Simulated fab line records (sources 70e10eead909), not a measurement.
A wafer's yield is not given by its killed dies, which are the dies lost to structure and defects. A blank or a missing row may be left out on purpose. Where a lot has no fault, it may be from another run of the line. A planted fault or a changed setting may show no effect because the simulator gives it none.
What tool caused it? | flow nand_harc | Sampling: 11 lots, 33 wafers, 5 of 1159 route steps

== WHAT THE GAUGES READ, wafer by wafer ==
NHARC_END_SORT_01.
lot  | measured     | on        | defect_limited_yield (%) | killed_at_array | killed_at_other | killed_at_periphery | killed_dies | killed_open | killed_short | sort_bin_2_pct (%) | sort_bin_3_pct (%) | sort_bin_4_pct (%) | sort_n_pass | sort_rim_yield_pct (%) | sort_yield_pct (%)
L339 | day 19 18:32 | prober-01 | 95.0 95.1 95.3           | 32 31 29        | 0 0 0           | 2 2 3               | 34 33 32    | 1 2 2       | 2 4 5        | 1.6 1.2 1.5        | 0.44 0.30 0        | 3.0 3.4 3.2        | 643 644 645 | 95.3 96.2 90.6         | 95.0 95.1 95.3
L342 | day 20 03:53 | prober-02 | 95.7 95.1 95.7           | 27 32 28        | 0 0 1           | 2 1 0               | 29 33 29    | 1 3 3       | 1 2 3        | 0.7 2.2 1.0        | 0.15 0 0.30        | 3.4 2.7 3.0        | 648 644 648 | 92.5 96.2 97.2         | 95.7 95.1 95.7
L346 | day 21 01:56 | prober-02 | 94.7 95.1 93.9           | 33 33 37        | 0 0 0           | 3 0 4               | 36 33 41    | 3 3 4       | 1 1 0        | 2.1 1.6 2.5        | 0.30 0.15 0.74     | 3.0 3.1 2.8        | 641 644 636 | 92.5 94.3 92.5         | 94.7 95.1 93.9
L347 | day 21 22:35 | prober-02 | 95.1 95.0 95.3           | 31 32 28        | 2 2 1           | 0 0 3               | 33 34 32    | 4 3 3       | 1 0 1        | 1.3 1.0 1.8        | 0.44 0.15 0.30     | 3.1 3.8 2.7        | 644 643 645 | 97.2 95.3 94.3         | 95.1 95.0 95.3
L350 | day 22 11:58 | prober-01 | 94.4 94.8 94.7           | 34 31 28        | 1 0 0           | 3 4 8               | 38 35 36    | 6 4 5       | 4 2 1        | 2.7 2.4 2.1        | 0 0.30 0.15        | 3.0 2.5 3.1        | 639 642 641 | 93.4 88.7 94.3         | 94.4 94.8 94.7
L357 | day 23 22:50 | prober-01 | 96.0 97.5 96.2           | 20 12 21        | 2 0 0           | 5 5 5               | 27 17 26    | 1 1 4       | 1 2 4        | 1.2 0.6 1.0        | 0.15 0.15 0.30     | 2.7 1.8 2.5        | 650 660 651 | 96.2 95.3 98.1         | 96.0 97.5 96.2
L354 | day 23 23:53 | prober-02 | 0 94.5 0                 | 42 34 25        | 632 0 648       | 3 3 4               | 677 37 677  | 8 2 3       | 1 4 2        | 95.1 2.1 97.5      | 0.30 0.44 0.15     | 4.6 3.0 2.4        | 0 640 0     | 0 93.4 0               | 0 94.5 0
L359 | day 24 22:11 | prober-01 | 95.4 97.2 95.1           | 29 15 28        | 1 1 0           | 1 3 5               | 31 19 33    | 4 3 1       | 4 1 1        | 1.6 0.7 1.5        | 0.15 0.15 0.15     | 2.8 1.9 3.2        | 646 658 644 | 97.2 99.1 97.2         | 95.4 97.2 95.1
L358 | day 24 14:22 | prober-01 | 92.0 91.3 93.4           | 49 50 43        | 0 0 0           | 5 9 2               | 54 59 45    | 6 4 3       | 4 1 1        | 2.8 2.5 2.1        | 0.74 0.44 0.59     | 4.4 5.8 4.0        | 623 618 632 | 90.6 90.6 89.6         | 92.0 91.3 93.4
L360 | day 24 23:18 | prober-02 | 92.3 93.8 92.2           | 50 41 49        | 0 0 1           | 2 1 3               | 52 42 53    | 1 1 5       | 0 2 2        | 2.7 1.8 3.0        | 0.30 0.44 0.30     | 4.7 4.0 4.6        | 625 635 624 | 89.6 90.6 93.4         | 92.3 93.8 92.2
L361 | day 25 15:50 | prober-02 | 94.7 94.1 93.9           | 33 40 40        | 0 0 1           | 3 0 0               | 36 40 41    | 3 2 1       | 2 2 2        | 1.5 1.3 2.1        | 0.30 0.15 0.44     | 3.5 4.4 3.5        | 641 637 636 | 94.3 96.2 95.3         | 94.7 94.1 93.9

== EACH LOT AND THE TOOL THAT RAN IT (in order: tool; ch and the chambers of the sampled wafers; start) ==
lot  | NHARC_A_M1_DEP_33               | NHARC_A_BONDPAD_ETCH_12                       | NHARC_A_BONDPAD_STRIP_15           | NHARC_THIN_TSV_ETCHBACK_48
L339 | pecvd-01 ch 0,1,2, day 18 08:01 | rie_diel-10 ch 0,2, day 18 10:45 or earlier   | rie_diel-07 ch 0,1,3, day 18 10:45 | rie_diel-13 ch 0,1,3, day 19 08:04
L342 | pecvd-04 ch 0,2, day 18 13:32   | rie_diel-10 ch 1,2,3, day 18 15:56 or earlier | rie_diel-10 ch 0,1, day 18 15:56   | rie_diel-08 ch 0,1,2, day 19 10:04
L346 | pecvd-03 ch 0,1,2, day 19 15:34 | rie_diel-06 ch 0,1, day 19 17:58 or earlier   | rie_diel-06 ch 0,1,3, day 19 17:58 | rie_diel-13 ch 0,2,3, day 20 11:05
L347 | pecvd-01 ch 0,2, day 20 11:21   | rie_diel-06 ch 0,2, day 20 13:44 or earlier   | rie_diel-06 ch 0,2,3, day 20 13:44 | rie_diel-02 ch 1,2,3, day 21 10:53
L350 | pecvd-04 ch 0,2, day 21 02:38   | rie_diel-06 ch 0,1,2, day 21 04:58 or earlier | rie_diel-06 ch 1,2,3, day 21 04:58 | rie_diel-08 ch 0,1,2, day 21 21:56
L357 | pecvd-04 ch 0,1,2, day 22 13:16 | rie_diel-10 ch 0,2,3, day 22 15:40 or earlier | rie_diel-06 ch 1,3, day 22 15:40   | rie_diel-13 ch 0,1,3, day 23 08:59
L354 | pecvd-03 ch 0,1,2, day 22 14:30 | rie_diel-06 ch 0,1,3, day 22 17:14 or earlier | rie_diel-06 ch 0,3, day 22 17:14   | rie_diel-08 ch 0,1,3, day 23 10:08
L359 | pecvd-01 ch 1,2, day 22 23:30   | rie_diel-06 ch 0,2,3, day 23 01:52 or earlier | rie_diel-07 ch 1,2,3, day 23 01:52 | rie_diel-13 ch 0,1,3, day 23 21:05
L358 | pecvd-04 ch 0,1, day 23 00:41   | rie_diel-07 ch 1,2,3, day 23 02:54 or earlier | rie_diel-06 ch 0,1,3, day 23 02:54 | rie_diel-02 ch 1,2,3, day 23 20:08
L360 | pecvd-04 ch 1,2, day 23 04:08   | rie_diel-06 ch 0,1,2, day 23 06:40 or earlier | rie_diel-06 ch 0,1,3, day 23 06:40 | rie_diel-02 ch 2,3, day 24 01:44
L361 | pecvd-01 ch 0,1,2, day 23 14:05 | rie_diel-10 ch 0,1,3, day 23 16:37 or earlier | rie_diel-06 ch 0,1, day 23 16:37   | rie_diel-02 ch 1,2, day 24 12:56
- NHARC_A_M1_DEP_33: deposits SiCN, target thk 30 nm.
- NHARC_A_BONDPAD_ETCH_12: etches the open film in CHF3/O2, target depth 220 nm, time 110 s.
- NHARC_A_BONDPAD_STRIP_15: strips in O2.
- NHARC_THIN_TSV_ETCHBACK_48: etches the open film in C4F8/Ar, target depth 1028.5 nm, time 405.17 s.

== WHAT THE TOOLS THEMSELVES READ (means of the sampled wafers that have a number; where no wafer has one, the mark that the record gives instead) ==
NHARC_A_M1_DEP_33.
lot  | tool     | heater_power_outer_w (W) | heater_power_w (W) | susceptor_temp_C (C)
L339 | pecvd-01 | 346                      | 609                | 370.06
L342 | pecvd-04 | 314                      | 586                | 369.91
L346 | pecvd-03 | 327                      | 596                | 370.11
L347 | pecvd-01 | 402                      | 664                | 370.03
L350 | pecvd-04 | 337                      | 608                | 369.94
L357 | pecvd-04 | 333                      | 594                | 369.97
L354 | pecvd-03 | 337                      | 609                | 369.97
L359 | pecvd-01 | 388                      | 615                | 370.23
L358 | pecvd-04 | 400                      | 684                | 370.24
L360 | pecvd-04 | 348                      | 616                | 370.04
L361 | pecvd-01 | 355                      | 605                | 370.02

NHARC_A_BONDPAD_ETCH_12.
lot  | tool        | drypump_motor_current_A (A) | oes_product_au (a.u.) | rf_vpp_V (V) | showerhead_plenum_p_Torr (Torr) | throttle_valve_pct (%)
L339 | rie_diel-10 | 6.4                         | 0.928                 | 373.3        | 2.49                            | 20.568
L342 | rie_diel-10 | 5.8                         | 0.920                 | 373.4        | 2.51                            | 20.566
L346 | rie_diel-06 | 5.1                         | 0.956                 | 371.6        | 2.44                            | 20.569
L347 | rie_diel-06 | 5.3                         | 0.982                 | 373.5        | 2.52                            | 20.579
L350 | rie_diel-06 | 5.3                         | 0.977                 | 371.6        | 2.49                            | 20.568
L357 | rie_diel-10 | 5.9                         | 0.922                 | 371.3        | 2.48                            | 20.566
L354 | rie_diel-06 | 5.4                         | 0.965                 | 371.9        | 2.44                            | 20.573
L359 | rie_diel-06 | 5.5                         | 0.936                 | 371.9        | 2.48                            | 20.573
L358 | rie_diel-07 | 5.9                         | 0.936                 | 369.4        | 2.33                            | 20.572
L360 | rie_diel-06 | 5.2                         | 0.976                 | 371.9        | 2.49                            | 20.567
L361 | rie_diel-10 | 5.6                         | 0.986                 | 371.0        | 2.43                            | 20.572

NHARC_A_BONDPAD_STRIP_15.
lot  | tool        | drypump_motor_current_A (A) | oes_product_au (a.u.) | rf_vpp_V (V) | showerhead_plenum_p_Torr (Torr) | throttle_valve_pct (%)
L339 | rie_diel-07 | 6.2                         | 0.992                 | 57.4         | 3.55                            | 17.040
L342 | rie_diel-10 | 5.9                         | 1.006                 | 58.5         | 3.52                            | 17.027
L346 | rie_diel-06 | 5.4                         | 1.005                 | 59.3         | 3.59                            | 17.047
L347 | rie_diel-06 | 5.5                         | 1.014                 | 57.5         | 3.64                            | 17.032
L350 | rie_diel-06 | 5.6                         | 1.006                 | 58.1         | 3.66                            | 17.020
L357 | rie_diel-06 | 5.8                         | 1.004                 | 58.1         | 3.59                            | 17.032
L354 | rie_diel-06 | 5.7                         | 1.010                 | 58.3         | 3.57                            | 17.036
L359 | rie_diel-07 | 5.9                         | 1.012                 | 56.7         | 3.43                            | 17.030
L358 | rie_diel-06 | 5.4                         | 1.006                 | 58.3         | 3.59                            | 17.029
L360 | rie_diel-06 | 5.5                         | 1.009                 | 57.8         | 3.59                            | 17.032
L361 | rie_diel-06 | 5.1                         | 1.000                 | 57.4         | 3.58                            | 17.041

NHARC_THIN_TSV_ETCHBACK_48.
lot  | tool        | oes_product_au (a.u.) | rf_vpp_V (V)
L339 | rie_diel-13 | 0.98                  | 547
L342 | rie_diel-08 | 0.93                  | 547
L346 | rie_diel-13 | 0.94                  | 544
L347 | rie_diel-02 | 0.93                  | 549
L350 | rie_diel-08 | 0.98                  | 546
L357 | rie_diel-13 | 0.99                  | 546
L354 | rie_diel-08 | 0.83                  | 546
L359 | rie_diel-13 | 0.93                  | 547
L358 | rie_diel-02 | 1.01                  | 550
L360 | rie_diel-02 | 0.93                  | 551
L361 | rie_diel-02 | 0.94                  | 548

== THE ANSWER, worked out from the rows above alone ==
Rule: the usual values come from the lots themselves. The widest of any qualifying gaps counts: lots, ordered by their means at a reading, are off when they make up no more than a third of the lots, leave a main group of 4 or more, and stand apart from it by 3 or more times the standard deviation of that group's means. A main group whose means are all the same, to the digits that the tables above print for the reading, isn't used. A lot without any number at a reading at which 4 lots or more have one is off too. The other lots that the step has rows for count as sound. Order of review: gauges by route order, followed by the tools' own readings, for which a lot's mean as printed above is used. The first step at which some lot is off is used, and at that step the reading that is off furthest; a lot without a number counts as furthest.
Off: L354 (NHARC_END_SORT_01, killed_at_other). The main group: mean 0.4, standard deviation 0.47.
If a tool, at a process step before that reading, ran all the lots that are off and no sound lot after the first of them, it fits. Not tried: the gauges at NHARC_END_SORT_01; whatever is off there is also off at NHARC_THIN_TSV_ETCHBACK_48, on other tools, and gauge error can't account for it. Because NHARC_A_BONDPAD_ETCH_12 lacks a start for some lots, the hours and order of its lots are taken from NHARC_A_BONDPAD_STRIP_15. This does not decide it: 2 tools fit, namely pecvd-03 at NHARC_A_M1_DEP_33 and rie_diel-08 at NHARC_THIN_TSV_ETCHBACK_48.

== WHAT HAD BEEN PUT IN BY THE SIMULATOR ==
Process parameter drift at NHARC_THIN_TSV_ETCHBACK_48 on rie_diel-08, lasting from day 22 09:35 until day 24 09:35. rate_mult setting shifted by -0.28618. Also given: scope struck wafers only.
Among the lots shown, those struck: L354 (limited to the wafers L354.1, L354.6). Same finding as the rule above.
